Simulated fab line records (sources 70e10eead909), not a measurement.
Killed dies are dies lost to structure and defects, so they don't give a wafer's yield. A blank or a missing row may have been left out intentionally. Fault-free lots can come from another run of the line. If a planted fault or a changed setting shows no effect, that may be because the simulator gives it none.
Comparing a struck lot with a sound one | flow nand harc | 27 out of 1302 route steps
Sound: these wafers, L220.1, L220.4, L220.6. Struck: wafer L230.4. The cause is named last.
For every step that has rows: the tool of each side, followed by ch and its chambers, followed by its first start. Under that, the readings that differ: sound wafers | struck wafers | difference of the means | sigmas: that difference in standard deviations of wafers without a fault.
alike: words and numbers the same on both sides, and readings whose means are apart by under 2 such deviations; not compared: readings that were withheld, readings missing a value for some wafer, numbers with overlapping values and no deviation given by the record, and bounds like >300 which may hide the same value.
Wherever a step has rows on one side only, a row that says differs or no value, or a row with sigmas, the two part there. When numbers do not overlap yet have no deviation, they are printed without sigmas and do not part them. Lack of a reading on every wafer of one side parts them only where that side has two or more wafers.

NHARC_A_CHANNEL_HOLE_D2_INSPECT_40:
  sound: defect inspect-02 at day 13 22:14; struck: defect inspect-02 at day 18 08:49
  alike: raw defect count
then, 5 steps without rows for these wafers: NHARC_A_CHANNEL_FILL_D2_PRECLEAN_00 (cleans in SC1); NHARC_A_CHANNEL_FILL_D2_SRD_01; NHARC_A_CHANNEL_FILL_D2_ALD_02 (deposits SiO2, target thk 6 nm, pulse time 10 s, ald cycles 60); NHARC_A_CHANNEL_FILL_D2_ALD_03 (deposits SiNx, target thk 6 nm, pulse time 60 s, ald cycles 58); NHARC_A_CHANNEL_FILL_D2_ALD_14 (deposits SiO2, target thk 2.5 nm, pulse time 10 s, ald cycles 25).
NHARC_A_CHANNEL_FILL_D2_ALD_15: deposits SiNx, target thk 2 nm, pulse time 60 s, ald cycles 19.
  sound on ald sin batch-01 ch 0; struck on ald sin batch-02 ch 0
  alike: precursor pulse height rel
NHARC_A_CHANNEL_FILL_D2_ALD_16: deposits SiO2, target thk 1.5 nm, pulse time 10 s, ald cycles 15.
  sound on ald hk-01 ch 1,2,3, day 14 10:42; struck on ald hk-04 ch 2, day 18 21:28
  alike: heater power w, precursor pulse height rel
then, 3 steps without rows for these wafers: NHARC_A_CHANNEL_FILL_D2_ANNEAL_17 (time 1800 s); NHARC_A_CHANNEL_FILL_D2_CVD_18 (deposits poly-Si, target thk 3 nm); NHARC_A_CHANNEL_FILL_D2_ETCHBACK_19 (etches the open film in HBr/Cl2, target depth 5 nm, time 1.7 s).
NHARC_A_CHANNEL_FILL_D2_ETCHBACK_20: etches the open film in C4F8/O2/Ar, target depth 27 nm, time 13.5 s.
  sound on rie diel-07 ch 0,3, day 14 22:11; struck on rie diel-07 ch 1, day 19 09:03
  reading               | sound          | struck | difference | sigmas
  oes product au (a.u.) | 0.91 0.92 0.92 | 1.01   | +0.09      | +3
  alike: rf vpp V
  not compared: rf hours counter h
NHARC_A_CHANNEL_FILL_D2_STRIP_28: strips in O2, time 20 s.
  sound on rie diel-07 ch 1,3, day 14 22:17; struck on rie diel-07 ch 2, day 19 09:09
  reading                         | sound          | struck | difference | sigmas
  rf vpp V (V)                    | 57.6 56.9 57.4 | 59.6   | +2.3       | +3
  showerhead plenum p Torr (Torr) | 3.60 3.36 3.36 | 3.76   | +0.32      | +2
  alike: drypump motor current A, oes product au, throttle valve pct
  not compared: rf hours counter h
then, 6 steps without rows for these wafers: NHARC_A_CHANNEL_FILL_D2_PRECLEAN_21 (cleans in dHF, time 30 s); NHARC_A_CHANNEL_FILL_D2_SRD_23; NHARC_A_CHANNEL_FILL_D2_CVD_05 (deposits poly-Si, target thk 5 nm); NHARC_A_CHANNEL_FILL_D2_ANNEAL_22 (time 7200 s); NHARC_A_CHANNEL_FILL_D2_ALD_25 (deposits SiOx, target thk 60 nm, pulse time 10 s, ald cycles 600); NHARC_A_CHANNEL_FILL_D2_ETCHBACK_08 (etches the open film in C4F8, target depth 220 nm, time 110 s).
NHARC_A_CHANNEL_FILL_D2_STRIP_29: strips in O2, time 20 s.
  sound on rie diel-07 ch 0,1; struck on rie diel-04 ch 0
  reading                         | sound          | struck | difference | sigmas
  drypump motor current A (A)     | 5.5 5.5 5.5    | 6.4    | +0.9       | +3
  showerhead plenum p Torr (Torr) | 3.36 3.39 3.36 | 3.72   | +0.35      | +2
  alike: oes product au, rf vpp V, throttle valve pct
  not compared: rf hours counter h
then, 3 steps without rows for these wafers: NHARC_A_CHANNEL_FILL_D2_PRECLEAN_30 (cleans in dHF, time 30 s); NHARC_A_CHANNEL_FILL_D2_SRD_31; NHARC_A_CHANNEL_FILL_D2_CVD_09 (deposits poly-Si, target thk 150 nm, time 3000 s).
NHARC_A_CHANNEL_FILL_D2_CMP_10: polishes, target thk 150 nm.
  sound on cmp-01 ch 2,3, day 16 00:14; struck on cmp-03 ch 3, day 20 11:34
  reading             | sound          | struck | difference | sigmas
  motor current A (A) | 13.9 15.0 14.6 | 9.3    | -5.2       | -4
  alike: time to endpoint s
then, 2 steps without rows for these wafers: NHARC_A_CHANNEL_FILL_D2_SRD_12; NHARC_A_CHANNEL_FILL_D2_RTA_24 (time 5 s).
-- the record jumps here: 10 days lie between the struck wafers' starts before and after (it left off in module A_CHANNEL_FILL_D2 and takes up again in module END, whose first step shown is number 1302 of the route) --
NHARC_END_SORT_01:
  sound on prober-01 ch 0, day 25 05:38; struck on prober-01 ch 0, day 30 14:12
  reading         | sound    | struck | difference | sigmas
  killed at array | 26 18 28 | 158    | +134       | +7
  killed dies     | 28 23 31 | 165    | +138       | +8
  alike: killed at other, killed at periphery, killed open, killed short

WHERE THEY PART
Earliest at NHARC_A_CHANNEL_FILL_D2_ETCHBACK_20; latest, in this record, at NHARC_END_SORT_01.

WHY: whatever the simulator had introduced
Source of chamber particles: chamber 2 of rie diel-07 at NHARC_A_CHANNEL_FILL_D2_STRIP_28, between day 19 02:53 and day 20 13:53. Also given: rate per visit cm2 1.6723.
